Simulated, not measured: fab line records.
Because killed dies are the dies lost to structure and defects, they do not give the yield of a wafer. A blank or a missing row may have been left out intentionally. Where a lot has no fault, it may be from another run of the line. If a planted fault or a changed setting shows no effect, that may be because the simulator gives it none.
fab line records -- flow n5_finfet
[record] lots = 9, wafers = 27, last_day = 18
route steps=1938 shown PMOS_HMC_CHANNEL_EPI@74 TV_OPEN@1890 PAD_METAL@1893 PASSIVATION@1936
lots with no fault: from the same line, run without faults
start_h: hours from the record's first day to the start of the lot's first wafer shown -- wait_h: hours elapsed since this lot's preceding step -- " same as the row above -- L1.1+2: one row covering several wafers at once -- - no value, or no start was given -- * or withheld: withheld -- < > ~ a bound
route shown NAME@n: a module of which the file shows steps, and the number in the route of the first -- usual: mean/standard deviation of fault-free wafers -- same: alike in all rows -- chamber/n: place in a boat -- sites: per-site readings -- _std_site: the values' standard deviation -- _edge_site: the outer-site mean with the inner-site mean subtracted -- radius_mm: how far each site lies from the wafer's centre -- mask NAME#n: copy n -- behind: the most recent tool/chamber to have shaped the wafer -- hold: why the lot went on hold/how many hours it stayed there/how the hold came to an end -- device: the transistor (n, p or np) that didn't switch -- end of line: the same wafers' tests at the end of the route -- step lacking rows: just its recipe -- killed: dies lost to structure and defects at the first sort, not the wafer's yield -- map: the dies of a wafer, with x for killed, . for not killed, _ for no die there
set.NAME: the setting that was run; set.NAME@STEP: the one run at that earlier step -- model.NAME: the simulator's own value behind a step, which no gauge read
one table for each step of the route and one row for each wafer, over a sample of lots
services: the hour from which a tool's chamber was out of use, counted from the record's first day as start_h (under 0 if before that day), plus the number of hours and why
[[steps]]
[step N5_PMOS_HMC_CHANNEL_EPI_FIN_RECESS_16]
[recipe] chemistry = HBr/Cl2, target = Si, mask_material = SiO2, target_depth_a = 540, time_s = 18, pressure_mtorr = 10, icp_w = 800, bias_w = 75, HBr_flow_sccm = 150, Cl2_flow_sccm = 80
[usual] drypump_motor_current_A = 5.8/0.36, oes_product_au = 0.992/0.014, throttle_valve_pct = 35.45/0.21
lot.wafer,tool,chamber,start_h,wait_h,drypump_motor_current_A,oes_product_au,rf_hours_counter_h,throttle_valve_pct
L610.1,rie_si-06,3,17.97,0.0,5.5,1.000,118,35.74
L610.4,rie_si-06,2,17.97,0.0,5.2,0.990,150,35.71
L610.5,rie_si-06,0,17.97,0.0,5.4,0.982,-,35.11
L611.3,rie_si-04,1,24.11,0.0,5.5,1.007,141,35.59
L611.5,rie_si-04,1,24.11,0.0,5.6,1.006,-,35.60
L611.6,rie_si-04,0,24.11,0.0,5.6,0.995,-,35.34
L612.1,rie_si-03,2,29.94,0.0,6.1,0.997,181,35.54
L612.3,rie_si-03,3,29.94,0.0,5.2,0.984,107,35.11
L612.5,rie_si-03,1,29.94,0.0,6.1,1.004,-,35.89
L620.1,rie_si-04,0,79.91,0.0,5.6,0.976,136,35.38
L620.4,rie_si-04,2,79.91,0.0,5.7,0.965,54,35.54
L620.5,rie_si-04,2,79.91,0.0,5.7,0.982,-,35.55
L621.2,rie_si-04,2,83.48,0.0,5.7,0.973,54,35.54
L621.5,rie_si-04,0,83.48,0.0,5.6,0.987,-,35.34
L621.6,rie_si-04,3,83.48,0.0,6.4,1.002,-,35.25
L628.1,rie_si-06,0,125.95,0.0,5.5,0.983,142,35.13
L628.4,rie_si-06,2,125.95,0.0,5.1,0.983,152,35.71
L628.5,rie_si-06,1,125.95,0.0,6.1,0.970,-,35.25
L631.3,rie_si-03,0,143.78,0.0,6.0,0.998,135,35.50
L631.5,rie_si-03,2,143.78,0.0,6.1,0.989,-,35.56
L631.6,rie_si-03,3,143.78,0.0,5.3,0.984,-,35.11
L632.1,rie_si-03,2,151.06,0.0,6.1,0.992,183,35.56
L632.3,rie_si-03,0,151.06,0.0,6.0,0.998,136,35.50
L632.5,rie_si-03,0,151.06,0.0,6.0,0.997,-,35.51
L633.2,rie_si-06,0,156.21,0.0,5.4,0.970,142,35.11
L633.4,rie_si-06,3,156.21,0.0,5.6,1.004,121,35.73
L633.6,rie_si-06,1,156.21,0.0,6.0,0.972,-,35.23
[step N5_PASSIVATION_ETCH_15]
[recipe] chemistry = CF4/N2, target = SiCN, target_depth_a = 750, taper_deg = 2, time_s = 81.2, ion_energy_ev = 150, mask_material = SiNx, pressure_mtorr = 40, source_w = 430, bias_w = 70, Ar_flow_sccm = 100, cf4_flow_sccm = 60, n2_flow_sccm = 60
[usual] drypump_motor_current_A = 5.8/0.46, oes_product_au = 0.79/0.1, rf_vpp_V = 382.3/1.8, showerhead_plenum_p_Torr = 2.21/0.075, throttle_valve_pct = 15.52/0.27
lot.wafer,tool,chamber,start_h,wait_h,drypump_motor_current_A,oes_product_au,rf_hours_counter_h,rf_vpp_V,showerhead_plenum_p_Torr,throttle_valve_pct
L610.1,rie_diel-02,1,-,-,5.9,0.90,34,385.4,2.35,15.12
L610.4,rie_diel-02,0,-,-,6.0,0.69,-,383.2,2.18,15.91
L610.5,rie_diel-02,1,-,-,5.9,0.90,-,386.3,2.35,15.12
L612.1,rie_diel-04,3,-,-,5.6,0.95,17,385.9,2.34,15.40
L612.3,rie_diel-04,0,-,-,6.1,0.69,214,382.4,2.19,15.69
L612.5,rie_diel-04,1,-,-,6.6,0.74,-,380.8,2.11,15.65
L611.3,rie_diel-02,0,-,-,6.0,0.69,250,380.8,2.17,15.94
L611.5,rie_diel-02,2,-,-,5.6,0.72,-,382.4,2.20,15.32
L611.6,rie_diel-02,3,-,-,4.7,0.71,-,380.8,2.19,15.75
L620.1,rie_diel-05,0,-,-,5.4,0.98,2,381.6,2.17,15.21
L620.4,rie_diel-05,0,-,-,5.4,0.99,-,382.3,2.17,15.20
L620.5,rie_diel-05,1,-,-,6.7,0.67,-,381.9,2.17,15.82
L621.2,rie_diel-04,3,-,-,5.6,0.89,42,384.6,2.34,15.45
L621.5,rie_diel-04,0,-,-,6.1,0.68,-,381.2,2.18,15.72
L621.6,rie_diel-04,3,-,-,5.7,0.89,-,385.3,2.34,15.47
L628.1,rie_diel-04,3,-,-,5.7,0.88,52,386.7,2.33,15.49
L628.4,rie_diel-04,2,-,-,5.5,0.70,234,383.4,2.27,15.64
L628.5,rie_diel-04,1,-,-,6.6,0.72,-,381.2,2.10,15.73
L632.1,rie_diel-04,1,-,-,6.6,0.71,229,379.5,2.10,15.71
L632.3,rie_diel-04,3,-,-,5.6,0.89,53,385.8,2.33,15.47
L632.5,rie_diel-04,0,-,-,6.1,0.67,-,379.9,2.18,15.74
L631.3,rie_diel-05,1,-,-,6.7,0.92,14,380.8,2.17,15.34
L631.5,rie_diel-05,0,-,-,5.4,0.91,-,381.4,2.16,15.26
L631.6,rie_diel-05,3,-,-,5.6,0.93,-,383.1,2.17,15.55
L633.2,rie_diel-05,3,-,-,5.6,0.91,14,380.4,2.16,15.56
L633.4,rie_diel-05,1,-,-,6.6,0.92,19,382.0,2.16,15.32
L633.6,rie_diel-05,0,-,-,5.4,0.90,-,382.7,2.16,15.27
[step N5_PASSIVATION_DEGAS_18]
[recipe] ambient = vacuum, temp_c = 300, time_s = 60
[usual] heater_power_w = 431/39
lot.wafer,tool,chamber,start_h,wait_h,heater_power_w
L610.1,pvd_sputter-01,-,268.91,0.1,358
L610.4,pvd_sputter-01,-,268.91,0.1,423
L610.5,pvd_sputter-01,-,268.91,0.1,404
L612.1,pvd_sputter-01,-,285.35,0.3,418
L612.3,pvd_sputter-01,-,285.35,0.3,356
L612.5,pvd_sputter-01,-,285.35,0.3,418
L611.3,pvd_sputter-01,-,303.42,0.4,417
L611.5,pvd_sputter-01,-,303.42,0.4,354
L611.6,pvd_sputter-01,-,303.42,0.4,414
L620.1,pvd_sputter-02,-,348.01,0.2,438
L620.4,pvd_sputter-02,-,348.01,0.2,469
L620.5,pvd_sputter-02,-,348.01,0.2,419
L621.2,pvd_sputter-01,-,363.40,0.8,425
L621.5,pvd_sputter-01,-,363.40,0.8,420
L621.6,pvd_sputter-01,-,363.40,0.8,359
L628.1,pvd_sputter-03,-,396.64,0.1,454
L628.4,pvd_sputter-03,-,396.64,0.1,407
L628.5,pvd_sputter-03,-,396.64,0.1,409
L632.1,pvd_sputter-01,-,400.80,0.1,349
L632.3,pvd_sputter-01,-,400.80,0.1,425
L632.5,pvd_sputter-01,-,400.80,0.1,412
L631.3,pvd_sputter-01,-,408.09,0.6,425
L631.5,pvd_sputter-01,-,408.09,0.6,406
L631.6,pvd_sputter-01,-,408.09,0.6,403
L633.2,pvd_sputter-01,-,434.88,0.1,357
L633.4,pvd_sputter-01,-,434.88,0.1,440
L633.6,pvd_sputter-01,-,434.88,0.1,430
[step N5_PASSIVATION_PROBE_49]
[usual] defect_limited_yield = 91.1/1.4, killed_at_M0_to_M3 = 33/10, killed_at_M4_up = 15/5.8, killed_at_contacts = 13/5.9, killed_at_front_end = 39/11, killed_at_other = 4/3.6, killed_dies = 105/16, killed_on_rim = 13/3.7, killed_open = 68/11, killed_short = 34/7.8, sort_bin_5_function = 5.2/0.88, sort_bin_6_memory = 3.3/0.61, sort_n_pass = 1075/16, sort_yield_pct = 91.1/1.4
[same] gross_dies = 1180, killed_at_back_side = 0, sort_bin_4_leakage[%] = 0, sort_bin_8_speed[%] = 0
lot.wafer,tool,chamber,start_h,wait_h,defect_limited_yield[%],killed_at_M0_to_M3,killed_at_M4_up,killed_at_contacts,killed_at_front_end,killed_at_other,killed_dies,killed_on_rim,killed_open,killed_short,sort_bin_5_function[%],sort_bin_6_memory[%],sort_n_pass,sort_yield_pct[%]
L620.1,prober-02,-,353.80,0.0,91.4,29,16,16,34,6,101,11,72,26,5.5,2.7,1079,91.4
L620.4,prober-02,-,353.95,0.2,83.1,44,11,15,127,3,200,20,64,27,10.8,4.7,980,83.1
L620.5,prober-02,-,354.00,0.2,83.5,34,18,17,123,3,195,16,59,38,10.7,4.2,985,83.5
L621.2,prober-02,-,369.48,0.1,84.4,31,19,5,126,3,184,17,55,26,11.2,3.2,996,84.4
L621.5,prober-02,-,369.63,0.2,92.2,19,23,11,39,0,92,8,59,26,4.0,3.3,1088,92.2
L621.6,prober-02,-,369.68,0.3,90.3,47,14,14,39,0,114,18,76,35,6.1,3.2,1066,90.3
// killed by level:class
L620.1 MOL_CONTACT_COAG:geometric_particle:open=15 STI_FIN_REVEAL:geometric_particle:open=9 BEOL_M2:geometric_particle:open=9 BEOL_M0_SAQP:geometric_particle:short=7 BEOL_M1:geometric_particle:open=7 BEOL_M4:geometric_particle:open=6 DUMMY_GATE:geometric_particle:open=4 GATE_CUT:geometric_particle:open=3
L620.4 PMOS_HMC_CHANNEL_EPI:unspecified=103 MOL_CONTACT_COAG:geometric_particle:open=11 BEOL_M3:geometric_particle:open=10 BEOL_M2:geometric_particle:open=9 BEOL_M1:geometric_particle:open=8 GATE_CUT:geometric_particle:short=5 STI_FIN_REVEAL:geometric_particle:open=4 BEOL_M0_SAQP:geometric_particle:short=4
L620.5 PMOS_HMC_CHANNEL_EPI:unspecified=96 MOL_CONTACT_COAG:geometric_particle:open=13 BEOL_M4:geometric_particle:open=9 FIN_SAQP:geometric_particle:short=8 BEOL_M0_SAQP:geometric_particle:short=7 BEOL_M2:geometric_particle:open=7 BEOL_M3:geometric_particle:open=6 FIN_SAQP:geometric_particle:open=4
L621.2 PMOS_HMC_CHANNEL_EPI:unspecified=102 BEOL_M3:geometric_particle:open=8 BEOL_M4:geometric_particle:open=8 FIN_SAQP:geometric_particle:open=7 MOL_CONTACT_COAG:geometric_particle:open=5 BEOL_M0_SAQP:geometric_particle:short=5 BEOL_M0:geometric_particle:open=5 FIN_SAQP:geometric_particle:short=3
L621.5 BEOL_M4:geometric_particle:open=10 FIN_SAQP:geometric_particle:open=8 MOL_CONTACT_COAG:geometric_particle:open=8 FIN_SAQP:geometric_particle:short=6 DUMMY_GATE:geometric_particle:open=6 STARTING-WAFER:geometric_particle:short=5 BEOL_M3:geometric_particle:open=5 STI_FIN_REVEAL:geometric_particle:open=3
L621.6 MOL_CONTACT_COAG:geometric_particle:open=11 BEOL_M2:geometric_particle:open=10 FIN_SAQP:geometric_particle:open=7 BEOL_M1:geometric_particle:open=7 FIN_SAQP:geometric_particle:short=7 BEOL_M0:geometric_particle:open=7 STI_FIN_REVEAL:geometric_particle:open=6 BEOL_M3:geometric_particle:open=6
[[services]]
tool,chamber,start_h,hours,kind
rie_diel-02,0,11.41,4.6,repair
pvd_sputter-01,-,14.61,1.8,repair
rie_si-04,-,20.58,0.8,repair
rie_diel-02,-,27.28,15.6,pm
rie_si-04,2,29.78,5.5,repair
rie_si-06,-,40.69,0.7,repair
rie_diel-04,3,97.35,10.8,repair
rie_diel-04,-,100.48,4.0,repair
pvd_sputter-01,-,107.19,4.0,repair
rie_si-04,3,148.11,34.1,repair
rie_si-03,2,158.56,4.0,repair
rie_si-04,1,171.52,1.6,repair
rie_si-03,0,204.71,4.4,repair
rie_si-06,3,227.95,20.4,repair
rie_si-06,2,228.45,2.3,repair
rie_si-04,3,264.02,7.3,repair
rie_si-06,2,282.43,6.2,repair
rie_si-03,-,286.25,0.3,repair
rie_si-06,-,289.25,1.8,repair
rie_si-03,-,301.54,2.8,pm
rie_si-04,0,313.65,1.1,repair
rie_si-06,0,371.92,3.6,repair
rie_si-04,2,376.07,9.0,repair
pvd_sputter-01,-,397.33,2.9,repair
[[key]]
[first_sign] step = N5_PASSIVATION_PROBE_49, reading = killed_at_front_end, direction = up, sigmas = 7.9, usual = 39, struck = 125
[effect] step = N5_PASSIVATION_PROBE_49, reading = defect_limited_yield, direction = down, sigmas = 5.5, usual = 91.1, struck = 83.6
[more_kills_born_at] N5_PMOS_HMC_CHANNEL_EPI_FIN_RECESS_16@rie_si-04 = 301
met_at N5_PMOS_HMC_CHANNEL_EPI_FIN_RECESS_16
struck_lots L620,L621
struck_wafers L620.4,L620.5,L621.2
not_acting_at N5_PASSIVATION_ETCH_15,N5_PASSIVATION_DEGAS_18
[fault] kind = chamber_particle_source, tool = rie_si-04, chamber = 2, onset_h = 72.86, steps = N5_PMOS_HMC_CHANNEL_EPI_FIN_RECESS_16, rate_per_visit_cm2 = 0.45307, end_h = 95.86
